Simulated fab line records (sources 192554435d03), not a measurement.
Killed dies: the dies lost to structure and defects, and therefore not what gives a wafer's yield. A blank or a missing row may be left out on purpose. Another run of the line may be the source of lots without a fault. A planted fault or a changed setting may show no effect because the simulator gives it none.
One fault seen from 2 desks    flow n5 finfet    only its own numbers are on each desk; what lay behind them is given at the end

== DESK OF THE TOOL OWNER: krf scanner-01 ==
The tool's own readings at N5_PASSIVATION_EXPOSE_27 (exposes mask PAD, defocus 0 nm): means of the sampled wafers that have a number, for each lot that ran on this tool. If a lot's mean is further than 4 standard deviations from the usual mean, the lot is out of limits and carries the mark OUT (the distance appears in the brackets).
Columns: A = exposure dose mJ cm2 at N5_PASSIVATION_EXPOSE_27, usual 32.296
lot   first seen here  A
L852  day 12 07:34     32.274
L858  day 13 21:02     27.517 (-99 or more) OUT
L861  day 14 08:31     27.558 (-99 or more) OUT
L860  day 14 12:47     27.526 (-99 or more) OUT
Finding of this desk: L858, L860, L861 out of limits; the first was L858 at day 13 21:02, on exposure dose mJ cm2 at N5_PASSIVATION_EXPOSE_27. Within limits: L852.

== FROM THE METROLOGY DESK ==
What the gauges read, lot by lot, whatever tool the lot ran on: means of the sampled wafers that have a number. If a lot's mean is further than 4 standard deviations from the usual mean, the lot is out of limits and carries the mark OUT (the distance appears in the brackets).
Columns: A = cd nm at N5_PASSIVATION_CD_MEAS_30, usual 4001.2 nm; B = PAD_OVL at N5_PASSIVATION_OVL_MEAS_63, usual 2 nm
lot   first seen here  A                 B
L852  day 12 07:44     3999.4            2
L858  day 13 21:12     3974.3 (-11) OUT  1
L861  day 14 08:41     3972.1 (-12) OUT  5
L860  day 14 12:57     3969.0 (-13) OUT  11
L867  day 16 08:47     4003.4            3
L868  day 16 09:08     3999.3            0
L870  day 16 15:59     4000.6            -3
Finding of this desk: L858, L860, L861 out of limits; the first was L858 at day 13 21:12, on cd nm at N5_PASSIVATION_CD_MEAS_30. Within limits: L852, L867, L868, L870.

== BROUGHT TOGETHER ==
The tool owner's desk had the chance to raise an alarm at day 13 21:02 on L858, L860, L861.
L858, L860, L861 would have let the metrology desk raise an alarm at day 13 21:12.
On krf scanner-01, each named lot ran N5_PASSIVATION_EXPOSE_27.

== WHAT WAS PUT IN BY THE SIMULATOR ==
Process parameters drifting: krf scanner-01 at N5_PASSIVATION_EXPOSE_27, beginning at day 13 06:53. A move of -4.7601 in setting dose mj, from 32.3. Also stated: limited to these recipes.
Shown lots that were struck: L858, L860, L861.
Counting hours from when the fault started, the first reading out of limits came at 14 for the tool owner's desk and at 14 for the metrology desk.
